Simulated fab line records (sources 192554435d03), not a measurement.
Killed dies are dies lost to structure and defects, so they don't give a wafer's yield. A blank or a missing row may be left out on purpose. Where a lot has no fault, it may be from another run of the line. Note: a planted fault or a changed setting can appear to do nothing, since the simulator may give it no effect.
Chamber matching :: flow n5 finfet :: 3 sister chambers for N5_HKMG_FIN_CVD_62 on thermal cvd si-02
The step deposits a-Si from Si2H6, target thk 3 nm, time 20.8 s. 3 wafers are shown with their chamber, then 12 later ones without.

## WAFERS WITH THEIR CHAMBER
wafer: L086.4
chamber: 1
heater power w (W): 1488

wafer: L090.4
chamber: 2
heater power w (W): 1446

wafer: L090.6
chamber: 0
heater power w (W): 1328

## WAFERS WHOSE CHAMBER IS MISSING
wafer: L092.3
heater power w (W): 1434

wafer: L092.4
heater power w (W): 1439

wafer: L092.5
heater power w (W): 1440

wafer: L094.2
heater power w (W): 1446

wafer: L094.3
heater power w (W): 1420

wafer: L094.5
heater power w (W): 1431

wafer: L096.1
heater power w (W): 1443

wafer: L096.2
heater power w (W): 1468

wafer: L096.3
heater power w (W): 1361

wafer: L096.4
heater power w (W): 1479

wafer: L096.5
heater power w (W): 1445

wafer: L096.6
heater power w (W): 1390

## EACH ONE'S CHAMBER
wafer: L092.3
from the rows above: can't be placed: 2 or 1
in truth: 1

wafer: L092.4
from the rows above: can't be placed: 2 or 1
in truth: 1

wafer: L092.5
from the rows above: can't be placed: 2 or 1
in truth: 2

wafer: L094.2
from the rows above: can't be placed: 2 or 1
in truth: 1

wafer: L094.3
from the rows above: can't be placed: 2 or 1
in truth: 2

wafer: L094.5
from the rows above: can't be placed: 2 or 1
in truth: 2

wafer: L096.1
from the rows above: can't be placed: 2 or 1
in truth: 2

wafer: L096.2
from the rows above: can't be placed: 1 or 2
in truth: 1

wafer: L096.3
from the rows above: 0
in truth: 0

wafer: L096.4
from the rows above: can't be placed: 1 or 2
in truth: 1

wafer: L096.5
from the rows above: can't be placed: 2 or 1
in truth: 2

wafer: L096.6
from the rows above: can't be placed: 2 or 0 or 1
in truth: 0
Placed correctly: 1 of 12. Can't be placed from these rows: 11 (the true chamber is among the candidates in 11). Wrongly placed: 0.
How it was worked out, from the rows above alone: a wafer's distance from a chamber is the root of the sum, over the readings, of the square of ((its reading less the chamber's mean) divided by the reading's scatter). The wafer belongs to the nearest chamber; if the next one is less than 2 further off, it can't be placed. A chamber's mean is the mean of its shown wafers. The scatter (one wafer shown for each chamber): square how far every hidden wafer sits from the nearest shown wafer, average those squares and take the square root.
